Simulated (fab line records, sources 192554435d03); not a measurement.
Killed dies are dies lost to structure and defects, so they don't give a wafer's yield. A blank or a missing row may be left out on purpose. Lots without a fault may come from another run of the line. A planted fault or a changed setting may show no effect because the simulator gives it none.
Which tool did it? | flow n5_finfet | 12 lots, 36 wafers sampled, at 1 step of a route of 1938

WHAT THE GAUGES READ, wafer by wafer
N5_BEOL_M2_RS_MEAS_58: measures by four-point-probe.
lot  | measured     | on            | M2_RS (ohm/sq)
L076 | day 7 06:40  | film_metro-02 | 0.69 0.70 0.69
L077 | day 7 18:16  | film_metro-01 | 0.67 0.72 0.72
L079 | day 8 15:10  | film_metro-01 | 0.71 0.69 0.72
L081 | day 9 04:48  | film_metro-01 | 0.64 0.62 0.68
L082 | day 9 10:58  | film_metro-02 | 0.66 0.61 0.71
L085 | day 9 19:36  | film_metro-01 | 0.66 0.67 0.68
L086 | day 10 09:55 | film_metro-02 | 0.72 0.69 0.68
L088 | day 10 23:50 | film_metro-02 | 0.76 0.63 0.69
L091 | day 11 14:19 | film_metro-02 | 0.69 0.73 0.65
L093 | day 11 19:04 | film_metro-02 | 0.75 0.67 0.73
L095 | day 12 11:26 | film_metro-02 | 0.69 0.66 0.69
L097 | day 13 00:19 | film_metro-01 | 0.72 0.74 0.67

WHICH TOOL RAN EACH LOT (tool, then ch and the chambers of the sampled wafers, then the start)
The record holds no process step before these readings.

THE ANSWER, worked out from the rows above alone
Rule: what is usual is taken from the lots themselves. Put in order of their means at a reading, lots are off if they are a third of the lots or fewer, leave a main group of 4 or more, and stand apart from it by a gap of 3 or more times the standard deviation of the main group's means; of several such gaps the widest counts. A main group whose means are all the same, to the digits that the tables above print for the reading, isn't used. A lot without any number at a reading at which 4 lots or more have one is off too. The other lots that the step has rows for count as sound.
No lot is off at any reading shown: from this, nothing can be told.

WHAT THE SIMULATOR HAD PUT IN
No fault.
